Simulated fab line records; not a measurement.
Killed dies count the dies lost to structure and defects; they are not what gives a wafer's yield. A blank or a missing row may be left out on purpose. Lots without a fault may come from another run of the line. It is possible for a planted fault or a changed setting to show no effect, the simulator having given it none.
fab line records -- flow nand_harc
record: lots: 5, wafers: 15, last_day: 33
route steps=1302 shown A_WL_FILL@965 END@1302
lots with no fault: from the same line, run without faults
start_h: hours from the record's opening day to when the first of the lot's shown wafers began -- wait_h: hours from the lot's prior step to this one -- " same as the row above -- L1.1+2: one row covering several wafers at once -- - either no value or no given start -- * or withheld: withheld -- < > ~ a bound
route shown NAME@n: names a module that has steps shown in the file, with the first one's number in the route -- usual: mean/standard deviation taken from wafers without a fault -- same: alike in all rows -- chamber/n: place in a boat -- sites: the reading at each site -- _std_site: how widely they spread, as a standard deviation -- _edge_site: inner sites' mean taken away from outer sites' mean -- radius_mm: how far each site lies from the wafer's centre -- mask NAME#n: copy n -- behind: the tool/chamber that last shaped the wafer -- hold: what put the lot on hold/how long, in hours/how the hold closed -- device: whichever transistor did not switch (one of n, p or np) -- end of line: the tests these same wafers got at the end of their route -- step lacking rows: just its recipe -- killed: count of dies lost to structure and defects at first sort (not the wafer's yield) -- map: the dies of a wafer, with x for killed, . for not killed, _ for no die there
set.NAME: the setting as run; set.NAME@STEP: as run at that earlier step -- model.NAME: the simulator's own value behind a step, which no gauge read
lots seen at some steps along the route; tables by step, rows by wafer
services: a tool's chamber out of use, with start hour (start_h, from the record's first day; less than 0 if before it), hours out, and reason
== steps ==
step: NHARC_A_WL_FILL_ALD_10
recipe: target_thk_a: 500, pulse_time_s: 10, ald_cycles: 500, temp_c: 300, material: SiO2
usual: heater_power_outer_w: 262/24, heater_power_w: 465/47, precursor_pulse_height_rel: 1.001/0.021
lot.wafer,tool,chamber,start_h,wait_h,heater_power_outer_w,heater_power_w,precursor_pulse_height_rel
L263.2,ald_hk-04,3,566.42,0.1,330,583,0.981
L263.1,ald_hk-04,2,567.92,1.6,260,484,0.999
L263.5,ald_hk-04,0,568.93,2.6,264,477,0.991
L272.4,ald_hk-01,3,635.77,0.6,253,424,0.973
L272.1,ald_hk-01,1,636.80,1.6,280,485,1.027
L272.5,ald_hk-01,3,637.83,2.6,240,416,0.989
L271.4,ald_hk-02,3,656.36,0.0,255,452,1.023
L271.3,ald_hk-02,1,657.38,1.1,247,433,1.013
L271.2,ald_hk-02,2,657.38,1.1,230,381,1.007
L275.3,ald_hk-02,3,680.24,1.6,251,459,1.016
L275.6,ald_hk-02,0,680.24,1.6,268,468,0.982
L275.5,ald_hk-02,1,680.24,1.6,258,450,1.006
L276.1,ald_hk-01,2,685.14,0.6,254,447,1.028
L276.4,ald_hk-01,0,686.17,1.6,265,489,1.000
L276.5,ald_hk-01,2,687.19,2.6,257,450,1.001
step: NHARC_A_WL_FILL_ETCHBACK_16
recipe: target_depth_a: 1200, time_s: 24, c4f8_flow_sccm: withheld, o2_flow_sccm: 8, ar_flow_sccm: withheld, rf_w: 600, bias_w: 800, chemistry: C4F8/O2/Ar
usual: oes_product_au: 0.983/0.029, rf_vpp_V: 725/4.1
lot.wafer,tool,chamber,start_h,wait_h,oes_product_au,rf_hours_counter_h,rf_vpp_V
L263.1,rie_diel-08,0,-,-,1.013,0.6,730
L263.2,rie_diel-08,1,-,-,0.988,0.7,728
L263.5,rie_diel-08,2,-,-,0.997,-,716
L272.4,rie_diel-10,0,-,-,1.006,1.5,730
L272.1,rie_diel-10,1,-,-,1.003,1.3,728
L272.5,rie_diel-10,3,-,-,1.019,-,723
L271.2,rie_diel-06,3,-,-,0.924,3.7,728
L271.4,rie_diel-06,0,-,-,0.930,4.2,718
L271.3,rie_diel-06,1,-,-,0.933,4.7,726
L275.3,rie_diel-08,1,-,-,0.997,3.9,729
L275.5,rie_diel-08,1,-,-,0.991,-,729
L275.6,rie_diel-08,2,-,-,0.990,-,718
L276.4,rie_diel-06,0,-,-,0.982,0.3,718
L276.1,rie_diel-06,2,-,-,1.004,0.3,725
L276.5,rie_diel-06,0,-,-,0.985,-,718
step: NHARC_A_WL_FILL_STRIP_29
recipe: time_s: 20, o2_flow_sccm: 500, ar_flow_sccm: 0, bias_w: 0, chemistry: O2
usual: drypump_motor_current_A: 5.8/0.34, mfc_ar_sccm: 0.010/0.013, oes_product_au: 0.999/0.0099, rf_vpp_V: 57.9/0.94, showerhead_plenum_p_Torr: 3.60/0.14, throttle_valve_pct: 17.037/0.0095
lot.wafer,tool,chamber,start_h,wait_h,drypump_motor_current_A,mfc_ar_sccm,oes_product_au,rf_hours_counter_h,rf_vpp_V,showerhead_plenum_p_Torr,throttle_valve_pct
L263.1,rie_diel-08,2,571.09,0.1,5.5,0,0.986,0.7,57.5,3.30,17.032
L263.2,rie_diel-08,3,571.09,0.1,5.6,0.027,0.983,0.6,57.0,3.57,17.047
L263.5,rie_diel-08,1,571.09,0.1,5.9,0.016,0.980,-,58.8,3.73,17.040
L272.1,rie_diel-10,0,639.99,0.1,5.6,0,1.004,1.6,57.7,3.73,17.036
L272.4,rie_diel-10,2,639.99,0.1,6.2,0.034,1.007,1.4,57.0,3.49,17.033
L272.5,rie_diel-10,0,639.99,0.1,5.6,0,1.003,-,58.4,3.73,17.048
L271.2,rie_diel-06,3,661.08,0.1,5.8,0,0.995,3.7,58.4,3.71,17.038
L271.3,rie_diel-06,0,661.08,0.1,5.9,0.000,1.003,4.2,58.0,3.36,17.059
L271.4,rie_diel-06,2,661.08,0.1,5.9,0.016,1.007,4.7,56.5,3.57,17.046
L275.3,rie_diel-08,2,683.43,0.1,5.5,0,0.990,4.1,57.2,3.30,17.041
L275.6,rie_diel-08,1,683.43,0.1,5.9,0.016,0.981,-,58.5,3.73,17.044
L275.5,rie_diel-08,2,683.43,0.1,5.5,0,0.993,-,55.6,3.30,17.051
L276.4,rie_diel-06,3,689.36,0.1,5.8,0,1.008,0.3,57.3,3.71,17.032
L276.1,rie_diel-06,1,689.36,0.1,6.5,0,0.987,0.3,59.1,3.60,17.050
L276.5,rie_diel-06,2,689.36,0.1,5.9,0.016,1.011,-,59.1,3.57,17.038
step: NHARC_A_WL_FILL_ETCHBACK_17
recipe: target_depth_a: 40, time_s: 26.7, chemistry: Cl2/BCl3
usual: drypump_motor_current_A: 5.8/0.49, oes_product_au: 1.000/0.0079
lot.wafer,tool,chamber,start_h,wait_h,drypump_motor_current_A,oes_product_au,rf_hours_counter_h
L263.1,rie_metal-02,0,571.17,-,5.3,0.998,1.4
L263.2,rie_metal-02,1,571.17,-,6.7,0.991,1.4
L263.5,rie_metal-02,1,571.17,-,6.7,0.997,-
L272.1,rie_metal-03,1,640.10,-,5.6,0.997,1.9
L272.4,rie_metal-03,0,640.10,-,5.6,0.996,-
L272.5,rie_metal-03,1,640.10,-,5.6,1.002,-
L271.2,rie_metal-01,0,661.16,-,5.5,0.989,1.2
L271.4,rie_metal-01,0,661.16,-,5.5,0.987,-
L271.3,rie_metal-01,1,661.16,-,5.8,0.996,-
L275.3,rie_metal-03,1,683.55,-,5.6,0.995,-
L275.5,rie_metal-03,1,683.55,-,5.6,0.988,-
L275.6,rie_metal-03,0,683.55,-,5.6,1.000,-
L276.1,rie_metal-01,1,689.46,-,5.8,1.003,1.7
L276.4,rie_metal-01,1,689.46,-,5.8,0.999,-
L276.5,rie_metal-01,1,689.46,-,5.8,0.997,-
step: NHARC_A_WL_FILL_PRECLEAN_18
recipe: time_s: 30, chemistry: dHF
step: NHARC_A_WL_FILL_SRD_21
step: NHARC_A_WL_FILL_CVD_23
recipe: target_thk_a: 400, temp_c: 620, pressure_mtorr: 200, time_s: 800, material: poly-Si
step: NHARC_A_WL_FILL_ETCHBACK_26
recipe: target_depth_a: 520, time_s: 13.3, hbr_flow_sccm: 150, rf_w: 350, icp_w: 350, bias_w: 60, chemistry: HBr
usual: drypump_motor_current_A: 5.6/0.31, oes_product_au: 0.999/0.0092, throttle_valve_pct: 23.266/0.0093
lot.wafer,tool,chamber,start_h,wait_h,drypump_motor_current_A,oes_product_au,rf_hours_counter_h,throttle_valve_pct
L263.2,rie_si-05,0,576.43,0.4,5.4,1.015,0.4,23.250
L263.1,rie_si-05,2,576.43,0.4,5.8,0.992,0.4,23.267
L263.5,rie_si-05,0,576.43,0.4,5.4,1.009,-,23.271
L272.1,rie_si-05,0,645.17,0.4,5.4,1.011,0.8,23.241
L272.4,rie_si-05,1,645.17,0.4,5.0,0.989,0.9,23.257
L272.5,rie_si-05,0,645.17,0.4,5.4,1.007,-,23.268
L271.2,rie_si-04,2,666.37,0.4,5.5,1.004,0.8,23.260
L271.4,rie_si-04,3,666.37,0.4,5.6,1.002,0.9,23.287
L271.3,rie_si-04,0,666.37,0.4,5.9,1.008,1.0,23.270
L275.3,rie_si-05,0,690.34,0.4,5.4,1.011,0.1,23.264
L275.6,rie_si-05,0,690.34,0.4,5.4,1.001,-,23.262
L275.5,rie_si-05,1,690.34,0.4,5.0,0.993,-,23.254
L276.1,rie_si-06,3,694.66,0.4,5.8,1.009,0.6,23.267
L276.4,rie_si-06,2,694.66,0.4,5.4,0.992,0.6,23.263
L276.5,rie_si-06,3,694.66,0.4,5.8,1.010,-,23.263
step: NHARC_A_WL_FILL_PRECLEAN_30
recipe: time_s: 10, chemistry: dHF
step: NHARC_A_WL_FILL_SRD_14
step: NHARC_A_WL_FILL_ALD_19
recipe: target_thk_a: 20, pulse_time_s: 3, ald_cycles: 100, temp_c: 450, material: TiN
step: NHARC_A_WL_FILL_CVD_20
recipe: target_thk_a: 1000, temp_c: 400, pressure_torr: 40, wf6_flow_sccm: 40, h2_flow_sccm: 1600, ar_flow_sccm: 1560, time_s: 74, material: W
usual: heater_power_outer_w: 490/73, heater_power_w: 810/86, mfc_ar_sccm: 1560/4.7, throttle_valve_pct: 8.17/0.22
lot.wafer,tool,chamber,start_h,wait_h,heater_power_outer_w,heater_power_w,mfc_ar_sccm,throttle_valve_pct
L263.1,cvd_w-02,0,576.88,-,441,741,1565,8.51
L263.2,cvd_w-02,1,576.88,-,613,947,1561,8.13
L263.5,cvd_w-02,0,576.88,-,429,752,1562,8.43
L272.1,cvd_w-02,0,645.65,-,454,717,1551,8.26
L272.4,cvd_w-02,1,645.65,-,587,883,1563,7.67
L272.5,cvd_w-02,0,645.65,-,433,707,1558,8.00
L271.2,cvd_w-01,0,666.83,-,446,795,1561,8.45
L271.4,cvd_w-01,0,666.83,-,449,790,1563,8.20
L271.3,cvd_w-01,1,666.83,-,446,759,1552,7.89
L275.3,cvd_w-01,1,690.87,-,447,750,1553,8.12
L275.5,cvd_w-01,0,690.87,-,435,788,1564,8.54
L275.6,cvd_w-01,1,690.87,-,449,746,1555,8.03
L276.1,cvd_w-01,1,695.18,-,444,730,1557,8.18
L276.4,cvd_w-01,1,695.18,-,440,736,1544,8.02
L276.5,cvd_w-01,1,695.18,-,448,771,1550,7.79
step: NHARC_A_WL_FILL_CMP_12
recipe: t_overpolish_s: 30, target_thk_nm: 100
usual: motor_current_A: 11.5/1, overpolish_run_s: 30.000/0.0088, time_to_endpoint_s: 20.8/2.4
lot.wafer,tool,chamber,start_h,wait_h,motor_current_A,overpolish_run_s,time_to_endpoint_s
L263.1,cmp-02,3,577.11,0.2,10.1,30.010,8.5
L263.2,cmp-02,0,577.11,0.2,9.9,29.999,18.4
L263.5,cmp-02,2,577.11,0.2,10.9,30.000,14.4
L272.4,cmp-02,2,645.80,0.1,10.4,30.013,21.7
L272.1,cmp-02,1,645.80,0.1,12.4,29.998,18.0
L272.5,cmp-02,2,645.80,0.1,11.1,30.008,22.4
L271.4,cmp-03,3,667.01,0.1,11.1,29.998,21.8
L271.3,cmp-03,0,667.01,0.1,11.2,29.987,22.0
L271.2,cmp-03,2,667.01,0.1,12.5,30.005,25.4
L275.3,cmp-03,3,691.00,0.1,10.7,29.986,19.1
L275.6,cmp-03,2,691.00,0.1,12.8,30.008,21.8
L275.5,cmp-03,3,691.00,0.1,11.2,29.983,19.4
L276.1,cmp-03,2,695.34,0.1,12.8,29.990,23.5
L276.4,cmp-03,1,695.34,0.1,11.5,29.993,22.1
L276.5,cmp-03,2,695.34,0.1,12.2,30.001,24.6
step: NHARC_END_SORT_01
recipe: temp_c: 25
usual: killed_at_array: 58/18, killed_at_other: 1.0/1.5, killed_at_periphery: 4/3.1, killed_dies: 64/18, killed_open: 3.4/1.9, killed_short: 2.7/1.7
same: gross_dies: 677
lot.wafer,tool,chamber,start_h,wait_h,killed_at_array,killed_at_other,killed_at_periphery,killed_dies,killed_open,killed_short
L263.1,prober-01,0,696.49,2.5,90,3,9,102,3,0
L263.2,prober-01,0,697.30,2.8,67,7,7,81,3,2
L263.5,prober-01,0,699.74,3.7,80,3,14,97,1,2
killed by level:class
L263.1 A_CHANNEL_HOLE_D1:chamber_film_flake=39 A_SLIT:chamber_film_flake=28 A_CHANNEL_HOLE_D2:chamber_film_flake=13 P_CONTACT:chamber_film_flake=7 A_DECK1_JOINT:chamber_film_flake=3 THIN_TSV:chamber_film_flake=3 A_CONTACT:chamber_film_flake=2 P_M0:geometric_particle:open=1
L263.2 A_SLIT:chamber_film_flake=27 A_CHANNEL_HOLE_D1:chamber_film_flake=20 A_CHANNEL_HOLE_D2:chamber_film_flake=8 THIN_TSV:chamber_film_flake=7 P_M2:chamber_film_flake=3 A_SGD_CUT:chamber_film_flake=3 A_DECK1_JOINT:chamber_film_flake=2 A_CONTACT:chamber_film_flake=2
L263.5 A_CHANNEL_HOLE_D1:chamber_film_flake=31 A_SLIT:chamber_film_flake=26 A_CHANNEL_HOLE_D2:chamber_film_flake=14 P_CONTACT:chamber_film_flake=12 A_CONTACT:chamber_film_flake=5 THIN_TSV:chamber_film_flake=3 A_M1:chamber_film_flake=2 P_M0:geometric_particle:open=1
== services ==
tool,chamber,start_h,hours,kind
rie_diel-08,-,544.85,9.0,pm
cvd_w-01,-,547.00,13.0,pm
rie_si-05,-,555.58,0.3,repair
cmp-02,-,558.49,4.0,repair
rie_metal-03,-,562.61,0.9,repair
cmp-03,-,564.60,4.0,pm
cmp-02,-,572.22,0.5,repair
cmp-03,-,573.88,1.9,repair
rie_metal-01,-,575.00,9.0,pm
rie_diel-08,3,581.01,3.1,repair
cmp-03,-,591.49,3.9,repair
rie_diel-10,1,591.78,5.3,repair
rie_si-05,-,594.76,0.4,repair
rie_diel-10,-,596.50,9.0,pm
rie_diel-06,3,612.05,4.5,repair
cvd_w-01,-,617.31,1.4,repair
rie_si-05,-,618.03,0.3,repair
cvd_w-02,1,619.44,3.2,repair
cmp-02,-,625.94,4.0,pm
cvd_w-02,-,631.00,13.0,pm
rie_diel-06,3,643.14,6.4,repair
cmp-03,-,645.01,0.9,repair
rie_si-05,-,659.00,9.0,pm
cmp-03,-,662.60,4.0,pm
== key ==
first_sign: step: NHARC_A_WL_FILL_CMP_12, reading: time_to_endpoint_s, direction: down, sigmas: 3.9, usual: *, struck: *
effect none on later readings
met_at NHARC_A_WL_FILL_CVD_20
struck_wafers L263.1,L263.5
tester_left_out L263
fault: kind: process_parameter_drift, tool: cvd_w-02, chamber: 0, onset_h: 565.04, steps: NHARC_A_WL_FILL_CVD_20, channel: target_thk_a, offset: *, shape: step, end_h: 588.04, acts_in: *, stated: *
tester_left_out: of these lots the tester's yield and bins aren't shown, on N5 and GAA mostly nor the transistor test; their killed dies are dies lost to structure and defects alone, not to doping, threshold or leakage, so they don't give the yield
